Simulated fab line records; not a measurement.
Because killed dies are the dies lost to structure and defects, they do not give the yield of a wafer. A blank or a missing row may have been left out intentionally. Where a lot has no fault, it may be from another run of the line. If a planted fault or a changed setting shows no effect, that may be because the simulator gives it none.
Chamber matching | flow n5Finfet | N5_ILD0_LINER_00 on aldSin-02: 4 sister chambers
The step material SiNx, target thk 4 nm, pulse time 1 s, purge time 2 s. 14 wafers are shown with their chamber, then 7 later ones without.

WAFERS PAIRED WITH THEIR CHAMBERS
wafer  | chamber | heaterPowerW (W) | precursorPulseHeightRel
L082.4 | 1       | 1037             | 0.980
L082.5 | 3       | 863              | 0.987
L082.6 | 2       | 752              | 0.986
L083.1 | 0       | 1043             | 1.047
L083.2 | 3       | 886              | 1.018
L083.6 | 2       | 753              | 1.002
L084.3 | 2       | 744              | 1.008
L084.5 | 0       | 1054             | 0.987
L084.6 | 3       | 901              | 0.986
L085.1 | 3       | 866              | 0.973
L085.3 | 1       | 1024             | 1.030
L085.5 | 0       | 1041             | 0.972
L086.1 | 2       | 742              | 0.954
L086.2 | 1       | 1031             | 0.971

SIGNATURES (averages over the wafers above)
reading                 | chamber 0 | chamber 1 | chamber 2 | chamber 3 | scatter within a chamber
heaterPowerW            | 1046.00   | 1030.67   | 747.75    | 879.00    | 11.1
precursorPulseHeightRel | 1.00200   | 0.99367   | 0.98750   | 0.99100   | 0.0283
Rule: for a wafer and a chamber, the distance is found by dividing, reading by reading, the gap between the wafer's reading and the chamber's mean by the reading's scatter, squaring, summing and taking the root. The wafer belongs to the nearest chamber; if the next one is less than 2 further off, it can't be placed. The scatter: take each reading less its chamber's mean, square it, sum over the shown wafers, divide by the number of wafers less the number of chambers, and take the root.

WAFERS WITHOUT THEIR CHAMBER
wafer  | heaterPowerW (W) | precursorPulseHeightRel
L086.3 | 1041             | 0.991
L089.3 | 1022             | 1.028
L089.5 | 1025             | 1.022
L089.6 | 751              | 0.988
L091.2 | 730              | 1.002
L091.3 | 1044             | 0.990
L091.6 | 1023             | 1.025

CHAMBER TAKEN BY EACH
wafer  | from the rows above     | in truth
L086.3 | can't be placed: 0 or 1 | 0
L089.3 | can't be placed: 1 or 0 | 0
L089.5 | can't be placed: 1 or 0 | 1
L089.6 | 2                       | 2
L091.2 | 2                       | 2
L091.3 | can't be placed: 0 or 1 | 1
L091.6 | can't be placed: 1 or 0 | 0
Correctly placed: 2 of 7. Not placeable from these rows: 5 (in 5, the candidates include the true chamber). 0 placed wrongly.
